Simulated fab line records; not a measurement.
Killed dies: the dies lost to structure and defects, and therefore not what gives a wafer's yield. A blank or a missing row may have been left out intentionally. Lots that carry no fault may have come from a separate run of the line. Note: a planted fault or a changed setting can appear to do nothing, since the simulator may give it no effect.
The tool behind it: which one? + flow n5-finfet + 11 lots with 32 wafers sampled at 3 steps, on a route of 1938 steps

== WHAT EACH GAUGE READ, for each wafer ==
N5_BEOL_M4_RS_MEAS_58: uses a four-point probe to measure.
| lot  | measured     | on            | M4_RS (ohm/sq) |
|------|--------------|---------------|----------------|
| L193 | day 9 02:10  | film-metro-01 | 0.64 0.66 0.67 |
| L201 | day 11 10:30 | film-metro-01 | 0.73 0.68 0.67 |
| L202 | day 11 12:02 | film-metro-02 | 0.64 0.64      |
| L200 | day 11 16:49 | film-metro-02 | 0.62 0.61 0.67 |
| L199 | day 11 21:34 | film-metro-02 | 0.64 0.66 0.64 |
| L207 | day 12 13:52 | film-metro-01 | 0.65 0.66 0.71 |
| L206 | day 13 00:10 | film-metro-02 | 0.60 0.65 0.64 |
| L205 | day 13 11:49 | film-metro-01 | 0.66 0.61 0.68 |
| L210 | day 13 11:52 | film-metro-02 | 0.68 0.65 0.64 |
| L215 | day 15 03:17 | film-metro-01 | 0.68 0.62 0.70 |
| L216 | day 15 13:22 | film-metro-02 | 0.64 0.62 0.72 |

== EACH LOT AND THE TOOL THAT RAN IT (in order: tool; ch and the chambers of the sampled wafers; start) ==
| lot  | N5_BEOL_M4_ANNEAL_51             | N5_BEOL_M4_CMP_52             |
|------|----------------------------------|-------------------------------|
| L193 | rtp-anneal-01 ch 0, day 9 01:21  | cmp-03 ch 0,2,3, day 9 01:38  |
| L201 | rtp-anneal-02 ch 0, day 11 09:38 | cmp-01 ch 0,2, day 11 09:53   |
| L202 | rtp-anneal-02 ch 0, day 11 11:13 | cmp-03 ch 3, day 11 11:31     |
| L200 | rtp-anneal-01 ch 0, day 11 16:01 | cmp-04 ch 0,1,3, day 11 16:16 |
| L199 | rtp-anneal-02 ch 0, day 11 20:43 | cmp-01 ch 0,2,3, day 11 21:03 |
| L207 | rtp-anneal-01 ch 0, day 12 12:38 | cmp-03 ch 0,1, day 12 12:58   |
| L206 | rtp-anneal-01 ch 0, day 12 23:19 | cmp-04 ch 0,2,3, day 12 23:37 |
| L205 | rtp-anneal-01 ch 0, day 13 10:58 | cmp-03 ch 1,3, day 13 11:13   |
| L210 | rtp-anneal-02 ch 0, day 13 11:01 | cmp-01 ch 2,3, day 13 11:19   |
| L215 | rtp-anneal-02 ch 0, day 15 02:19 | cmp-01 ch 0,1,3, day 15 02:34 |
| L216 | rtp-anneal-02 ch 0, day 15 12:20 | cmp-03 ch 0,1,2, day 15 12:44 |
- N5_BEOL_M4_ANNEAL_51: time 90 s.
- N5_BEOL_M4_CMP_52: polishes, stops on SiOC, t overpolish 6.8 s, target thk 40 nm.

== WHAT THE TOOLS THEMSELVES READ (means of the sampled wafers that have a number; where no wafer has one, the mark that the record gives instead) ==
N5_BEOL_M4_ANNEAL_51.
| lot  | tool          | wafer_temp_C_max |
|------|---------------|------------------|
| L193 | rtp-anneal-01 | 225.7            |
| L201 | rtp-anneal-02 | 226.2            |
| L202 | rtp-anneal-02 | 225.9            |
| L200 | rtp-anneal-01 | 225.5            |
| L199 | rtp-anneal-02 | 226.5            |
| L207 | rtp-anneal-01 | 225.7            |
| L206 | rtp-anneal-01 | 225.7            |
| L205 | rtp-anneal-01 | 225.8            |
| L210 | rtp-anneal-02 | 226.4            |
| L215 | rtp-anneal-02 | 226.2            |
| L216 | rtp-anneal-02 | 226.0            |

N5_BEOL_M4_CMP_52.
| lot  | tool   | barrier-field-endpoint-s (s) | motor-current-A (A) | overpolish-run-s (s) | slurry-filter-dp-kPa (kPa) | time-to-endpoint-s (s) |
|------|--------|------------------------------|---------------------|----------------------|----------------------------|------------------------|
| L193 | cmp-03 | 24.3                         | 6.3                 | 6.810                | 13.31                      | 61                     |
| L201 | cmp-01 | 24.4                         | 6.5                 | 6.795                | 13.39                      | 61                     |
| L202 | cmp-03 | 25.5                         | 6.5                 | 6.793                | 13.34                      | 64                     |
| L200 | cmp-04 | 25.8                         | 6.6                 | 6.798                | 13.52                      | 65                     |
| L199 | cmp-01 | 23.8                         | 6.2                 | 6.797                | 13.45                      | 61                     |
| L207 | cmp-03 | 25.1                         | 6.3                 | 6.799                | 13.47                      | 65                     |
| L206 | cmp-04 | 25.9                         | 5.8                 | 6.802                | 13.58                      | 67                     |
| L205 | cmp-03 | 25.0                         | 6.1                 | 6.799                | 13.49                      | 63                     |
| L210 | cmp-01 | 25.1                         | 6.0                 | 6.795                | 13.45                      | 64                     |
| L215 | cmp-01 | 24.5                         | 6.0                 | 6.805                | 13.58                      | 62                     |
| L216 | cmp-03 | 25.2                         | 6.2                 | 6.797                | 13.51                      | 64                     |

== THE ANSWER, worked out from the rows above alone ==
Rule: the usual values come from the lots themselves. Put in order of their means at a reading, lots are off if they are a third of the lots or fewer, leave a main group of 4 or more, and stand apart from it by a gap of 3 or more times the standard deviation of the main group's means; of several such gaps the widest counts. The tables above print the reading to a certain number of digits; a main group whose means all agree to those digits is not used. Also off: a lot with no number at a reading for which 4 or more lots have one. All remaining lots with rows at the step are treated as sound. First the gauges in route order, then the tools' own readings, where a lot's mean is used as printed above. At the first step where some lot is off, the reading lying furthest off is the one used; lots without a number count as furthest.
Nothing can be told from this: no lot is off at any reading shown.

== WHAT HAD BEEN PUT IN BY THE SIMULATOR ==
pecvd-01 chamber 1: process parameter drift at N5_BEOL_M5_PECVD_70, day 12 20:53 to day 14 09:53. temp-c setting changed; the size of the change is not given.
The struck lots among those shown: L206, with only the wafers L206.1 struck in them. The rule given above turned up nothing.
